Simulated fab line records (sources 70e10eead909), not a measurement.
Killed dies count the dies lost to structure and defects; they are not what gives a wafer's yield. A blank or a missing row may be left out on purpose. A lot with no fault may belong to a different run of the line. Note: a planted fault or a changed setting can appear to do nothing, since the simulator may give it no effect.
Problem report, 8D (eight disciplines) form, completed by code | flow nand_harc | the parts of the form that need people (team, actions taken, sign-off) are left out

== 1. WHAT IS WRONG ==
Mean of thk_nm at NHARC_A_ONON_D1_THK_MEAS_08: 1659 nm across 6 wafers in 2 lots; on wafers with no fault it is 999 nm (standard deviation 7.5). That puts it +88 standard deviations away from the usual mean.
The step: measures by ellipsometry.
Earliest sighting: wafer L675.2 on film_metro-01 at day 13 21:36. Wafers with a number at this step in the record: 42, from 14 lots. The rule behind "out" and "out of limits": a value lying over 4 standard deviations away from the usual mean. The other wafers with a number count as sound.

== 2. WHAT IT IS; WHAT IT IS NOT ==
question                    | is                           | is not
which readings at this step | thk_nm                       | -
which lots                  | L675, L677                   | L661, L662, L663, L664, L665, L667, L668, L669, L670, L673, L678, L684
which wafers of those lots  | all that have a number       | -
read on which gauges        | film_metro-01, film_metro-02 | -
when                        | from day 13 21:36            | up to then (30 sound wafers); but 6 sound wafers of L678, L684 came after

== 3. WHAT RULES OUT EACH SUSPECT ==
Counting: any tool at a process step up to the reading is kept as a suspect provided that every lot that is out went through it and no sound lot did after the first of them.
- the gauge at NHARC_A_ONON_D1_THK_MEAS_08 is ruled out. 2 gauges (film_metro-01, film_metro-02) read the wafers that are out.
- pecvd_onon-01 at NHARC_A_ONON_D1_DEP_06 (target thk 1000 nm): kept. All lots that are out passed through it, beginning with L675 at day 13 21:09, and no sound lot followed; its final sound lot before that point was L668 at day 10 18:15.
After counting, what remains is pecvd_onon-01 at NHARC_A_ONON_D1_DEP_06.

== 4. THE CAUSE (what the simulator had put in) ==
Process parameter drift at NHARC_A_ONON_D1_DEP_06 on pecvd_onon-01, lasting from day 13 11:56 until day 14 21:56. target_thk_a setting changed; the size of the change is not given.
This tool alone remained once counting was done.

== 5. THE EFFECT CHAIN, in route order ==
Each row: a reading where the mean over the struck wafers with a number is more than 3 standard deviations away from the usual. Readings are gone through only where the record gives a usual standard deviation; hours: the median, over the lots, of the time from a lot's start at the first step in this table giving one to that lot's start at this step; sigmas: the change measured in usual standard deviations.
hours | step                        | reading         | usual  | on struck wafers | change | sigmas
0     | NHARC_A_ONON_D1_THK_MEAS_08 | thk_nm          | 999 nm | 1659             | +660   | +88
398   | NHARC_END_SORT_01           | killed_at_array | 60     | 670              | +610   | +29
398   | NHARC_END_SORT_01           | killed_dies     | 65     | 677              | +612   | +31

== 6. WHAT WOULD HAVE CAUGHT IT SOONER ==
10 hours passed between the start of the fault at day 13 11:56 and the first reading out of limits at a measuring or inspecting step in this record, taken at day 13 21:36.
Of the lots that are out (2), L677 began NHARC_A_ONON_D1_DEP_06 on pecvd_onon-01 after day 13 21:36. A tool hold placed at that time would have kept it from harm.
